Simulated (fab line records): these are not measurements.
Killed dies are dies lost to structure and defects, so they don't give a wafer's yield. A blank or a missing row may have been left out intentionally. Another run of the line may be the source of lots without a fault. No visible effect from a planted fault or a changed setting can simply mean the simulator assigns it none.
Matching of chambers / flow n5Finfet / N5_BEOL_M13_ILD_DEP_00 on pecvd-03 has 3 sister chambers
The step deposits SiOC from DEMS/O2, target thk 837.92 nm, time 166.4 s. 3 wafers are shown with their chamber, then 12 later ones without.

WAFERS, EACH WITH ITS CHAMBER
wafer=L089.1; chamber=1; throttleValvePct (%)=12.2
wafer=L089.2; chamber=0; throttleValvePct (%)=12.8
wafer=L089.3; chamber=2; throttleValvePct (%)=12.0

WAFERS MISSING THEIR CHAMBER
wafer=L087.3; throttleValvePct (%)=11.8
wafer=L087.5; throttleValvePct (%)=11.9
wafer=L087.6; throttleValvePct (%)=11.9
wafer=L088.1; throttleValvePct (%)=12.0
wafer=L088.5; throttleValvePct (%)=11.8
wafer=L088.6; throttleValvePct (%)=13.0
wafer=L090.1; throttleValvePct (%)=12.2
wafer=L090.3; throttleValvePct (%)=12.2
wafer=L090.5; throttleValvePct (%)=12.1
wafer=L091.2; throttleValvePct (%)=12.2
wafer=L091.5; throttleValvePct (%)=13.2
wafer=L091.6; throttleValvePct (%)=12.1

THE CHAMBER EACH PASSED THROUGH
wafer=L087.3; from the rows above=can't be placed: 2 or 1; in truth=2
wafer=L087.5; from the rows above=can't be placed: 2 or 1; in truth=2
wafer=L087.6; from the rows above=can't be placed: 2 or 1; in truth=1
wafer=L088.1; from the rows above=can't be placed: 2 or 1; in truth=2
wafer=L088.5; from the rows above=can't be placed: 2 or 1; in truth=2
wafer=L088.6; from the rows above=0; in truth=0
wafer=L090.1; from the rows above=can't be placed: 1 or 2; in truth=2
wafer=L090.3; from the rows above=can't be placed: 1 or 2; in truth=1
wafer=L090.5; from the rows above=can't be placed: 1 or 2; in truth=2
wafer=L091.2; from the rows above=can't be placed: 1 or 2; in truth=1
wafer=L091.5; from the rows above=0; in truth=0
wafer=L091.6; from the rows above=can't be placed: 1 or 2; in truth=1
2 of 12 placed correctly. Unplaceable from these rows: 10, with the true chamber sitting among the candidates in 10. Number placed wrongly: 0.
How it was worked out, from the rows above alone: a wafer's distance from a chamber is the root of the sum, over the readings, of the square of ((its reading less the chamber's mean) divided by the reading's scatter). The wafer belongs to the nearest chamber; if the next one is less than 2 further off, it can't be placed. The mean given for a chamber averages the wafers shown for that chamber. The scatter: root of mean squared gap, hidden wafer to nearest shown wafer, with one shown wafer a chamber.
